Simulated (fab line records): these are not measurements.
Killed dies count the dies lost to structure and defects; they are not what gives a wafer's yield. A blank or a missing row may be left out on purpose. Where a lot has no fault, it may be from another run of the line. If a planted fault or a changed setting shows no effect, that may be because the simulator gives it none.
Chamber matching ; flow nand-harc ; NHARC_P_M2_DESCUM_14 on rie-diel-08: 4 sister chambers
The step chemistry O2, time 3 s. 4 wafers are shown with their chamber, then 10 later ones without.

WAFERS, EACH WITH ITS CHAMBER
wafer;chamber;oes-product-au (a.u.)
L082.6;2;0.997
L085.5;3;0.988
L088.2;0;0.995
L088.4;1;1.005

WAFERS WITHOUT THEIR CHAMBER
wafer;oes-product-au (a.u.)
L088.5;1.001
L092.1;0.991
L092.3;0.999
L092.6;1.002
L095.1;0.998
L095.3;0.996
L095.5;1.000
L097.1;0.995
L097.4;0.997
L097.5;0.995

WHICH CHAMBER EACH ONE RAN IN
wafer;from the rows above;in truth
L088.5;can't be placed: 2 or 1 or 0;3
L092.1;can't be placed: 3 or 0 or 2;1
L092.3;can't be placed: 2 or 0 or 1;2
L092.6;can't be placed: 1 or 2 or 0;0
L095.1;can't be placed: 2 or 0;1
L095.3;can't be placed: 0 or 2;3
L095.5;can't be placed: 2 or 1 or 0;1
L097.1;can't be placed: 0 or 2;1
L097.4;can't be placed: 2 or 0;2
L097.5;can't be placed: 0 or 2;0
0 of 10 placed correctly. These rows do not allow placing 10 (true chamber among the candidates in 5). Wrongly placed: 0.
How it was worked out, from the rows above alone: a wafer's distance from a chamber is the root of the sum, over the readings, of the square of ((its reading less the chamber's mean) divided by the reading's scatter). If the next closest chamber is less than 2 further off than the closest, the wafer can't be placed; otherwise it belongs to the closest. Each chamber's mean is taken over the wafers shown for it. The scatter (one wafer shown for each chamber): square how far every hidden wafer sits from the nearest shown wafer, average those squares and take the square root.
